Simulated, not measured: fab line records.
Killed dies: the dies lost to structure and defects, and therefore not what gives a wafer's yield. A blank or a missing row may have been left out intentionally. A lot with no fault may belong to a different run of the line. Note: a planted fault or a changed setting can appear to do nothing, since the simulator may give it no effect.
Comparing a struck lot with a sound one + flow n5 finfet + 15 out of 1938 route steps
Sound: the wafers L369.3, L369.4, L369.6. Struck: wafers L368.1, L368.2, L368.4. The cause is named last.
Each step with rows lists, per side, the tool, then ch with its chambers, then its first start. Under that, the readings that differ: sound wafers + struck wafers + difference of the means + sigmas: that difference in standard deviations of wafers without a fault.
alike: words and numbers the same on both sides, and readings whose means are apart by under 2 such deviations; not compared: readings that were withheld, readings missing a value for some wafer, numbers with overlapping values and no deviation given by the record, and bounds like >300 which may hide the same value.
Wherever a step has rows on one side only, a row that says differs or no value, or a row with sigmas, the two part there. Numbers that have no deviation but don't overlap get no sigmas and don't part them. A reading missing from all wafers of one side parts the sides only when that side holds two or more wafers.

N5_BEOL_M5_STRIP_91: strips in N2/H2, time 10 s.
  sound on rie diel-01 ch 0,2,3; struck on rie diel-04 ch 1,2,3
  alike: drypump motor current A, oes product au, rf vpp V, showerhead plenum p Torr, throttle valve pct
  not compared: rf hours counter h
N5_BEOL_M5_OCD_MEAS_38:
  sound: ocd-01 at day 9 18:09; struck: ocd-01 at day 9 14:01
  alike: trench depth nm
then, 4 steps without rows for these wafers: N5_BEOL_M5_HM_STRIP_39 (strips TiN in peroxide tin strip, target depth 25 nm, time 158 s); N5_BEOL_M5_SRD_40 (time 30 s); N5_BEOL_M5_PRECLEAN_42 (cleans in residue remover, time 60 s); N5_BEOL_M5_SRD_43 (time 30 s).
N5_BEOL_M5_CD_MEAS_35: target cd 28 nm, target cd y 24 nm.
  sound: cd sem-03 at day 9 18:18; struck: cd sem-01 at day 9 14:10
| reading    | sound          | struck         | difference | sigmas |
|------------|----------------|----------------|------------|--------|
| cd nm (nm) | 27.4 27.5 27.4 | 28.4 27.9 28.3 | +0.8       | +2     |
then, 1 step without rows for these wafers: N5_BEOL_M5_CURE_80 (cures SiCOH lowk, time 120 s).
N5_BEOL_M5_DEGAS_44: time 60 s.
  sound: pvd sputter-01 at day 9 18:50; struck: pvd sputter-02 at day 9 14:31
  alike: heater power w
N5_BEOL_M5_PRE_CLEAN_45: time 30 s.
  sound: pvd sputter-01 at day 9 18:53; struck: pvd sputter-02 at day 9 14:34
  alike: heater power w
N5_BEOL_M5_ALD_86: deposits TaN, pulse time 2 s, purge time 3 s, co reactant purge time 2 s.
  sound on ald metal-01 ch 1,3, day 9 18:56; struck on ald metal-01 ch 1,2,3, day 9 14:51
  alike: heater power w, precursor vessel pressure torr
N5_BEOL_M5_SURFACE_TREAT_87:
  sound: pvd sputter-02 at day 9 19:12; struck: pvd sputter-03 at day 9 16:41
  not compared: throttle valve pct
N5_BEOL_M5_CVD_47: deposits Co from CCTBA/H2, target thk 3 nm, time 216 s.
  sound on cvd co-01 ch 0,1, day 9 19:17; struck on cvd co-02 ch 0,1, day 9 16:46
| reading          | sound             | struck            | difference | sigmas |
|------------------|-------------------|-------------------|------------|--------|
| run length s (s) | 238.6 238.8 238.5 | 232.7 232.1 232.8 | -6.1       | -15    |
then, 1 step without rows for these wafers: N5_BEOL_M5_SPUTTER_48 (material Cu, target thk 15 nm, time 27.62 s).
-- a jump in the record: the struck wafers' starts before and after are 4 days apart (it breaks off in module BEOL_M5 and resumes in module PASSIVATION, where the first step shown is number 1936 of the route) --
N5_PASSIVATION_PROBE_49:
  the record has rows for the struck wafers here (prober-01, day 13 10:25) and none for the sound ones

== WHERE THEY PART ==
Last at N5_PASSIVATION_PROBE_49 as far as this record goes, first at N5_BEOL_M5_CD_MEAS_35.

WHY: whatever the simulator had introduced
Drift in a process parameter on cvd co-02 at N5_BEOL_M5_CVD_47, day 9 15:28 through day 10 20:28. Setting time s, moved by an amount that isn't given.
